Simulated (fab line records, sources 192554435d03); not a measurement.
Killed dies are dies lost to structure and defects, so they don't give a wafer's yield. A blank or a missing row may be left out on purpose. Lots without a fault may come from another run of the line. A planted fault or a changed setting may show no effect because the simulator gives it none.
Which tool did it? | flow n5_finfet | 24 lots, 72 wafers sampled, at 6 steps of a route of 1938

WHAT THE GAUGES READ, wafer by wafer
N5_BEOL_M9_THK_MEAS_53: measures by xrf. Usual: M9_THK 138.9 nm, standard deviation 2.5.
lot  | measured     | on            | M9_THK (nm)       | flag
L074 | day 9 13:42  | film_metro-01 | 136.4 135.6 137.8 |
L075 | day 10 18:02 | film_metro-01 | 142.6 140.4 140.6 |
L076 | day 11 03:47 | film_metro-02 | 137.0 139.4 137.6 |
L077 | day 11 04:03 | film_metro-01 | 135.9 144.1 143.3 |
L078 | day 11 10:31 | film_metro-02 | 136.4 135.2 133.9 |
L079 | day 12 05:50 | film_metro-02 | 140.7 142.5 138.0 |
L080 | day 12 05:17 | film_metro-01 | 140.8 142.9 138.8 |
L082 | day 12 06:13 | film_metro-01 | 137.6 139.4 136.6 |
L085 | day 12 11:46 | film_metro-02 | 139.2 140.9 142.4 |
L081 | day 12 12:48 | film_metro-02 | 138.8 138.4 141.4 |
L083 | day 12 22:24 | film_metro-02 | 138.2 137.5 138.3 |
L084 | day 13 00:03 | film_metro-01 | 133.9 140.1 139.2 |
L087 | day 13 08:40 | film_metro-01 | 140.2 137.8 136.7 |
L088 | day 13 09:08 | film_metro-01 | 141.7 138.1 136.6 |
L086 | day 13 09:15 | film_metro-02 | 136.7 137.8 137.6 |
L089 | day 13 21:16 | film_metro-01 | 139.9 141.3 139.2 |
L090 | day 14 13:27 | film_metro-02 | 138.9 137.8 138.6 |
L093 | day 14 19:44 | film_metro-01 | 135.7 134.9 133.8 |
L091 | day 14 18:32 | film_metro-02 | 137.2 139.0 141.5 |
L092 | day 15 08:07 | film_metro-01 | 137.6 139.0 139.8 |
L094 | day 15 10:35 | film_metro-01 | 139.6 138.5 144.9 |
L095 | day 16 09:23 | film_metro-01 | 137.6 143.9 137.6 |
L097 | day 16 17:43 | film_metro-02 | 137.0 137.0 138.0 |
L096 | day 16 15:56 | film_metro-01 | 141.7 139.2 142.4 |

N5_BEOL_M9_INSPECT_58: inspects for defects (darkfield). Usual: raw_defect_count 71, standard deviation 24.
lot  | measured     | on                | raw_defect_count | flag
L074 | day 9 13:52  | defect_inspect-02 | 59 70 55         |
L075 | day 10 18:11 | defect_inspect-01 | 62 53 86         |
L076 | day 11 03:57 | defect_inspect-02 | 96 60 79         |
L077 | day 11 04:13 | defect_inspect-02 | 93 124 74        |
L078 | day 11 10:41 | defect_inspect-01 | 42 63 49         |
L079 | day 12 06:00 | defect_inspect-01 | 89 106 73        |
L080 | day 12 05:27 | defect_inspect-01 | 113 72 59        |
L082 | day 12 06:24 | defect_inspect-02 | 63 111 103       |
L085 | day 12 11:56 | defect_inspect-02 | 61 70 40         |
L081 | day 12 12:59 | defect_inspect-01 | 76 85 104        |
L083 | day 12 22:34 | defect_inspect-02 | 82 59 77         |
L084 | day 13 00:13 | defect_inspect-01 | 58 60 68         |
L087 | day 13 08:50 | defect_inspect-01 | 49 50 48         |
L088 | day 13 09:18 | defect_inspect-02 | 60 30 73         |
L086 | day 13 09:25 | defect_inspect-01 | 35 41 75         |
L089 | day 13 21:25 | defect_inspect-02 | 94 58 99         |
L090 | day 14 13:37 | defect_inspect-01 | 102 76 94        |
L093 | day 14 19:54 | defect_inspect-01 | 79 83 66         |
L091 | day 14 18:41 | defect_inspect-02 | 129 49 110       |
L092 | day 15 08:19 | defect_inspect-02 | 61 101 40        |
L094 | day 15 10:45 | defect_inspect-01 | 41 36 30         |
L095 | day 16 09:33 | defect_inspect-02 | 101 53 49        |
L097 | day 16 17:53 | defect_inspect-02 | 96 103 67        |
L096 | day 16 16:05 | defect_inspect-02 | 98 83 33         |

N5_BEOL_M10_INSPECT_13: inspects for defects (brightfield). Usual: raw_defect_count 391, standard deviation 86.
lot  | measured     | on                | raw_defect_count | flag
L074 | day 9 16:28  | defect_inspect-02 | 417 506 340      |
L075 | day 10 22:40 | defect_inspect-01 | 322 562 455      |
L076 | day 11 06:25 | defect_inspect-01 | 425 484 520      |
L077 | day 11 06:36 | defect_inspect-01 | 373 372 352      |
L078 | day 11 12:52 | defect_inspect-02 | 327 536 364      |
L079 | day 12 07:41 | defect_inspect-02 | 383 416 402      |
L080 | day 12 07:27 | defect_inspect-01 | 447 448 390      |
L082 | day 12 08:44 | defect_inspect-01 | 329 365 320      |
L085 | day 12 14:39 | defect_inspect-01 | 398 482 372      |
L081 | day 12 15:38 | defect_inspect-02 | 467 378 508      |
L083 | day 12 23:43 | defect_inspect-01 | 448 461 292      |
L084 | day 13 04:33 | defect_inspect-01 | 291 329 371      |
L087 | day 13 10:33 | defect_inspect-01 | 442 353 397      |
L088 | day 13 12:17 | defect_inspect-01 | 418 378 450      |
L086 | day 13 12:29 | defect_inspect-01 | 359 498 414      |
L089 | day 14 00:22 | defect_inspect-01 | 468 313 473      |
L090 | day 14 17:23 | defect_inspect-01 | 398 311 299      |
L093 | day 15 00:06 | defect_inspect-01 | 501 493 562      |
L091 | day 14 23:46 | defect_inspect-02 | 560 278 424      |
L092 | day 15 12:16 | defect_inspect-02 | 388 490 371      |
L094 | day 15 12:32 | defect_inspect-02 | 231 314 345      |
L095 | day 16 11:31 | defect_inspect-01 | 321 283 367      |
L097 | day 16 20:20 | defect_inspect-01 | 288 314 205      |
L096 | day 16 20:01 | defect_inspect-02 | 491 446 387      |

WHICH TOOL RAN EACH LOT (tool, then ch and the chambers of the sampled wafers, then the start)
lot  | N5_BEOL_M9_ETCH_62                 | N5_BEOL_M9_TRENCH_ETCH_37                     | N5_BEOL_M10_HM_DEP_02
L074 | rie_diel-04 ch 0,2, day 9 07:27    | rie_diel-04 ch 1,3, day 9 13:42 or earlier    | pvd_sputter-03, day 9 15:49
L075 | rie_diel-04 ch 0,2,3, day 10 13:01 | rie_diel-02 ch 1,2, day 10 18:02 or earlier   | pvd_sputter-02, day 10 22:05
L076 | rie_diel-04 ch 0,3, day 10 22:47   | rie_diel-03 ch 0,3, day 11 03:47 or earlier   | pvd_sputter-03, day 11 05:52
L077 | rie_diel-04 ch 0,2,3, day 10 23:02 | rie_diel-02 ch 0,3, day 11 04:03 or earlier   | pvd_sputter-01, day 11 06:03
L078 | rie_diel-04 ch 0,2, day 11 05:02   | rie_diel-04 ch 0,3, day 11 10:31 or earlier   | pvd_sputter-03, day 11 12:17
L079 | rie_diel-03 ch 0,1,3, day 11 21:04 | rie_diel-03 ch 0,1,3, day 12 05:50 or earlier | pvd_sputter-01, day 12 07:16
L080 | rie_diel-03 ch 2,3, day 11 21:19   | rie_diel-02 ch 0,1,2, day 12 05:17 or earlier | pvd_sputter-01, day 12 07:01
L082 | rie_diel-03 ch 0,1, day 12 00:37   | rie_diel-04 ch 0,1, day 12 06:13 or earlier   | pvd_sputter-01, day 12 08:18
L085 | rie_diel-03 ch 0,1, day 12 05:40   | rie_diel-02 ch 1,2,3, day 12 11:46 or earlier | pvd_sputter-01, day 12 14:06
L081 | rie_diel-03 ch 0,1,2, day 12 07:25 | rie_diel-03 ch 1,2,3, day 12 12:48 or earlier | pvd_sputter-02, day 12 15:05
L083 | rie_diel-02 ch 2,3, day 12 16:23   | rie_diel-03 ch 0,2,3, day 12 22:24 or earlier | pvd_sputter-01, day 12 23:18
L084 | rie_diel-02 ch 0,1,3, day 12 19:56 | rie_diel-04 ch 1,2,3, day 13 00:03 or earlier | pvd_sputter-02, day 13 04:07
L087 | rie_diel-03 ch 0,2, day 13 04:24   | rie_diel-02 ch 0,1,2, day 13 08:40 or earlier | pvd_sputter-02, day 13 10:00
L088 | rie_diel-03 ch 1,2, day 13 04:39   | rie_diel-03 ch 1,2,3, day 13 09:08 or earlier | pvd_sputter-03, day 13 11:52
L086 | rie_diel-04 ch 1,2,3, day 13 05:08 | rie_diel-04 ch 1,2, day 13 09:15 or earlier   | pvd_sputter-03, day 13 12:02
L089 | rie_diel-02 ch 1,2,3, day 13 16:53 | rie_diel-02 ch 1,2,3, day 13 21:16 or earlier | pvd_sputter-03, day 13 23:56
L090 | rie_diel-03 ch 1,3, day 14 07:35   | rie_diel-02 ch 0,3, day 14 13:27 or earlier   | pvd_sputter-03, day 14 16:50
L093 | rie_diel-03 ch 0,1,3, day 14 12:28 | rie_diel-04 ch 1,2,3, day 14 19:44 or earlier | pvd_sputter-02, day 14 23:41
L091 | rie_diel-04 ch 1,2,3, day 14 12:28 | rie_diel-02 ch 0,1, day 14 18:32 or earlier   | pvd_sputter-02, day 14 23:13
L092 | rie_diel-03 ch 0,1,2, day 15 00:17 | rie_diel-02 ch 1,3, day 15 08:07 or earlier   | pvd_sputter-01, day 15 11:42
L094 | rie_diel-04 ch 0,1, day 15 05:34   | rie_diel-02 ch 0,2,3, day 15 10:35 or earlier | pvd_sputter-01, day 15 12:07
L095 | rie_diel-04 ch 0,2, day 16 04:53   | rie_diel-04 ch 0,3, day 16 09:23 or earlier   | pvd_sputter-02, day 16 10:58
L097 | rie_diel-04 ch 0,1, day 16 08:22   | rie_diel-02 ch 0,1, day 16 17:43 or earlier   | pvd_sputter-01, day 16 19:40
L096 | rie_diel-03 ch 0,1, day 16 08:22   | rie_diel-03 ch 1,2, day 16 15:56 or earlier   | pvd_sputter-01, day 16 19:22
- N5_BEOL_M9_ETCH_62: etches SOC in N2/H2, target depth 110 nm, overetch 22 nm, time 165 s.
- N5_BEOL_M9_TRENCH_ETCH_37: etches SiCOH lowk in C4F6/O2, target depth 151.43 nm, time 49 s.
- N5_BEOL_M10_HM_DEP_02: deposits TiN, target thk 20 nm.

WHAT THE TOOLS THEMSELVES READ (means of the sampled wafers that have a number; where no wafer has one, the mark that the record gives instead)
N5_BEOL_M9_ETCH_62. Usual: drypump_motor_current_A 5.8 A, standard deviation 0.34; oes_product_au 0.66 a.u., standard deviation 0.067; rf_vpp_V 523.6 V, standard deviation 2.7; showerhead_plenum_p_Torr 2.54 Torr, standard deviation 0.095; throttle_valve_pct 17.84 %, standard deviation 0.19.
lot  | tool        | drypump_motor_current_A (A) | oes_product_au (a.u.) | rf_vpp_V (V) | showerhead_plenum_p_Torr (Torr) | throttle_valve_pct (%) | flag
L074 | rie_diel-04 | 5.7                         | 0.61                  | 521.4        | 2.49                            | 17.85                  |
L075 | rie_diel-04 | 5.9                         | 0.64                  | 523.3        | 2.54                            | 17.92                  |
L076 | rie_diel-04 | 5.8                         | 0.63                  | 522.9        | 2.50                            | 18.07                  |
L077 | rie_diel-04 | 5.9                         | 0.64                  | 523.9        | 2.54                            | 17.93                  |
L078 | rie_diel-04 | 5.6                         | 0.60                  | 521.3        | 2.44                            | 18.02                  |
L079 | rie_diel-03 | 5.7                         | 0.64                  | 524.5        | 2.54                            | 17.72                  |
L080 | rie_diel-03 | 5.7                         | 0.61                  | 524.1        | 2.57                            | 17.92                  |
L082 | rie_diel-03 | 5.8                         | 0.67                  | 523.0        | 2.51                            | 17.63                  |
L085 | rie_diel-03 | 5.8                         | 0.66                  | 522.5        | 2.51                            | 17.64                  |
L081 | rie_diel-03 | 5.9                         | 0.65                  | 522.2        | 2.48                            | 17.76                  |
L083 | rie_diel-02 | 5.2                         | 0.61                  | 520.9        | 2.45                            | 18.18                  |
L084 | rie_diel-02 | 5.7                         | 0.72                  | 523.3        | 2.50                            | 17.79                  |
L087 | rie_diel-03 | 6.0                         | 0.65                  | 521.1        | 2.44                            | 17.90                  |
L088 | rie_diel-03 | 5.9                         | 0.63                  | 522.3        | 2.46                            | 17.90                  |
L086 | rie_diel-04 | 5.8                         | 0.70                  | 525.5        | 2.60                            | 17.79                  |
L089 | rie_diel-02 | 5.7                         | 0.66                  | 521.7        | 2.47                            | 17.94                  |
L090 | rie_diel-03 | 5.6                         | 0.61                  | 524.7        | 2.56                            | 17.74                  |
L093 | rie_diel-03 | 5.7                         | 0.63                  | 522.6        | 2.53                            | 17.76                  |
L091 | rie_diel-04 | 5.8                         | 0.68                  | 526.0        | 2.60                            | 17.80                  |
L092 | rie_diel-03 | 5.9                         | 0.64                  | 521.9        | 2.47                            | 17.80                  |
L094 | rie_diel-04 | 5.3                         | 0.79                  | 526.8        | 2.64                            | 17.69                  |
L095 | rie_diel-04 | 5.7                         | 0.66                  | 524.8        | 2.57                            | 17.79                  |
L097 | rie_diel-04 | 5.4                         | 0.78                  | 527.6        | 2.67                            | 17.73                  |
L096 | rie_diel-03 | 5.8                         | 0.65                  | 521.9        | 2.47                            | 17.69                  |

N5_BEOL_M9_TRENCH_ETCH_37. Usual: drypump_motor_current_A 5.7 A, standard deviation 0.43; oes_product_au 0.80 a.u., standard deviation 0.096; rf_vpp_V 666 V, standard deviation 11; showerhead_plenum_p_Torr 2.85 Torr, standard deviation 0.098; throttle_valve_pct 20.98 %, standard deviation 0.2.
lot  | tool        | drypump_motor_current_A (A) | oes_product_au (a.u.) | rf_vpp_V (V) | showerhead_plenum_p_Torr (Torr) | throttle_valve_pct (%) | flag
L074 | rie_diel-04 | 5.9                         | 0.78                  | 663          | 2.99                            | 21.09                  |
L075 | rie_diel-02 | 6.0                         | 0.83                  | 665          | 2.85                            | 21.11                  |
L076 | rie_diel-03 | 5.6                         | 0.74                  | 666          | 2.88                            | 20.87                  |
L077 | rie_diel-02 | 5.2                         | 0.79                  | 666          | 2.76                            | 21.03                  |
L078 | rie_diel-04 | 5.8                         | 0.74                  | 655          | 2.81                            | 21.17                  |
L079 | rie_diel-03 | 5.7                         | 0.76                  | 675          | 2.85                            | 20.85                  |
L080 | rie_diel-02 | 6.0                         | 0.86                  | 666          | 2.86                            | 20.92                  |
L082 | rie_diel-04 | 5.4                         | 0.78                  | 662          | 2.79                            | 21.08                  |
L085 | rie_diel-02 | 5.7                         | 0.80                  | 664          | 2.79                            | 21.11                  |
L081 | rie_diel-03 | 5.7                         | 0.73                  | 668          | 2.83                            | 20.93                  |
L083 | rie_diel-03 | 5.8                         | 0.75                  | 670          | 2.80                            | 20.90                  |
L084 | rie_diel-04 | 5.8                         | 0.82                  | 661          | 2.93                            | 20.96                  |
L087 | rie_diel-02 | 6.0                         | 0.86                  | 665          | 2.86                            | 20.93                  |
L088 | rie_diel-03 | 5.7                         | 0.73                  | 667          | 2.83                            | 20.93                  |
L086 | rie_diel-04 | 5.6                         | 0.78                  | 659          | 2.86                            | 20.95                  |
L089 | rie_diel-02 | 5.7                         | 0.79                  | 663          | 2.78                            | 21.13                  |
L090 | rie_diel-02 | 5.2                         | 0.76                  | 665          | 2.75                            | 21.08                  |
L093 | rie_diel-04 | 5.8                         | 0.79                  | 660          | 2.92                            | 20.98                  |
L091 | rie_diel-02 | 5.9                         | 0.88                  | 665          | 2.86                            | 20.74                  |
L092 | rie_diel-02 | 5.4                         | 0.96                  | 668          | 2.94                            | 20.84                  |
L094 | rie_diel-02 | 5.5                         | 0.86                  | 670          | 2.92                            | 20.97                  |
L095 | rie_diel-04 | 6.0                         | 0.84                  | 658          | 3.01                            | 21.02                  |
L097 | rie_diel-02 | 5.9                         | 0.86                  | 665          | 2.86                            | 20.77                  |
L096 | rie_diel-03 | 5.8                         | 0.73                  | 676          | 2.79                            | 20.94                  |

N5_BEOL_M10_HM_DEP_02. Usual: throttle_valve_pct 30.3 %, standard deviation 1.
lot  | tool           | throttle_valve_pct (%) | flag
L074 | pvd_sputter-03 | 30.3                   |
L075 | pvd_sputter-02 | 29.2                   |
L076 | pvd_sputter-03 | 30.0                   |
L077 | pvd_sputter-01 | 31.3                   |
L078 | pvd_sputter-03 | 30.4                   |
L079 | pvd_sputter-01 | 30.5                   |
L080 | pvd_sputter-01 | 29.8                   |
L082 | pvd_sputter-01 | 31.3                   |
L085 | pvd_sputter-01 | 30.9                   |
L081 | pvd_sputter-02 | 30.9                   |
L083 | pvd_sputter-01 | 30.8                   |
L084 | pvd_sputter-02 | 30.0                   |
L087 | pvd_sputter-02 | 29.7                   |
L088 | pvd_sputter-03 | 30.0                   |
L086 | pvd_sputter-03 | 30.2                   |
L089 | pvd_sputter-03 | 30.3                   |
L090 | pvd_sputter-03 | 30.5                   |
L093 | pvd_sputter-02 | 30.8                   |
L091 | pvd_sputter-02 | 29.5                   |
L092 | pvd_sputter-01 | 31.0                   |
L094 | pvd_sputter-01 | 30.6                   |
L095 | pvd_sputter-02 | 29.7                   |
L097 | pvd_sputter-01 | 30.7                   |
L096 | pvd_sputter-01 | 30.5                   |

THE ANSWER, worked out from the rows above alone
Rule: a lot is off if the mean of its wafers that have a number lies more than 3 standard deviations from the usual mean. A lot without any number at a reading at which 4 lots or more have one is off too. The other lots that the step has rows for count as sound. The gauges are gone through in route order, then the tools' own readings, and for those a lot's mean is taken as printed above. The first step at which some lot is off is used, and at that step the reading that is off furthest; a lot without a number counts as furthest.
No lot is off at any reading shown: from this, nothing can be told.

WHAT THE SIMULATOR HAD PUT IN
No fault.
